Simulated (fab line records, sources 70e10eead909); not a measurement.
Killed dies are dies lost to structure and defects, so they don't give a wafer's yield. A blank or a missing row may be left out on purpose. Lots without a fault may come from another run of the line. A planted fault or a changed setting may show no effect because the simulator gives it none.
A struck lot beside a sound one | flow nand_harc | 14 steps out of a route of 1302
Sound: wafers L557.1, L557.2, L557.6. Struck: wafer L566.1. (L566.2, L566.4 of the same lot were not struck and are left out.) The cause comes at the end.
At each step with rows: each side's tool, then ch and its chambers, then its first start. Under that, the readings that differ: sound wafers | struck wafers | difference of the means | sigmas: that difference in standard deviations of wafers without a fault.
alike: readings whose means differ by less than 2 such deviations, and words and numbers that are the same on both sides. not compared: withheld readings, readings that some wafer has no value for, bounds like >300 that may hide the same value, and numbers for which the record gives no deviation and whose values overlap.
The two part at a step that has a row with sigmas, a row that says differs or no value, or rows on one side only. Numbers that don't overlap but have no deviation are shown without sigmas and don't part them. A reading that every wafer of one side lacks parts them only if that side has two wafers or more.

NHARC_A_ONON_D1_THK_MEAS_30: measures by ellipsometry.
  sound on film_metro-02, day 10 01:46; struck on film_metro-01, day 13 12:35
  alike: thk_nm
NHARC_A_ONON_D1_DEP_33: deposits SiO2, target thk 200 nm.
  sound on pecvd-04 ch 1,2, day 10 01:50; struck on pecvd-01 ch 0, day 13 12:41
  reading            | sound       | struck | difference | sigmas
  heater_power_w (W) | 635 581 590 | 414    | -188       | -3
  alike: chamber_pressure_Torr, throttle_valve_pct
NHARC_A_ONON_D1_THK_MEAS_34: measures by ellipsometry.
  sound on film_metro-02, day 10 02:14; struck on film_metro-02, day 13 13:03
  alike: thk_nm
NHARC_A_ONON_D1_INSPECT_32:
  sound on defect_inspect-02, day 10 02:20; struck on defect_inspect-02, day 13 13:07
  alike: raw_defect_count
NHARC_A_CHANNEL_HOLE_D1_DEP_00: deposits aC, target thk 3100 nm.
  sound on acl_dep-01 ch 0, day 10 02:59; struck on acl_dep-01 ch 0, day 13 17:43
  alike: throttle_valve_pct
NHARC_A_CHANNEL_HOLE_D1_DEP_01: deposits SiON, target thk 140 nm.
  sound on pecvd-03 ch 0,1,2, day 10 04:58; struck on pecvd-02 ch 0, day 13 19:37
  alike: chamber_pressure_Torr, heater_power_w
then, 5 steps without rows for these wafers: NHARC_A_CHANNEL_HOLE_D1_DEHYDRATE_02 (time 120 s); NHARC_A_CHANNEL_HOLE_D1_HMDS_03 (time 30 s); NHARC_A_CHANNEL_HOLE_D1_COAT_36 (time 75 s); NHARC_A_CHANNEL_HOLE_D1_COAT_37 (time 65 s); NHARC_A_CHANNEL_HOLE_D1_COAT_04 (resist thk 90 nm).
NHARC_A_CHANNEL_HOLE_D1_SOFTBAKE_05: time 55 s.
  sound on litho_track-06 ch 0, day 10 05:00; struck on litho_track-06 ch 0, day 13 19:00
  reading                  | sound                | struck | difference | sigmas
  heater_power_total_W (W) | 188.30 188.29 188.40 | 322.97 | +134.64    | +99 or more
  alike: chill_plate_temp_C
then, 1 step without rows for these wafers: NHARC_A_CHANNEL_HOLE_D1_EBR_06.
NHARC_END_SORT_01:
  the record has rows for the sound wafers here (prober-02 ch 0, day 26 01:26) and none for the struck ones

WHERE THEY PART
First at NHARC_A_ONON_D1_DEP_33; last, within this record, at NHARC_END_SORT_01.

WHY: what the simulator had put in
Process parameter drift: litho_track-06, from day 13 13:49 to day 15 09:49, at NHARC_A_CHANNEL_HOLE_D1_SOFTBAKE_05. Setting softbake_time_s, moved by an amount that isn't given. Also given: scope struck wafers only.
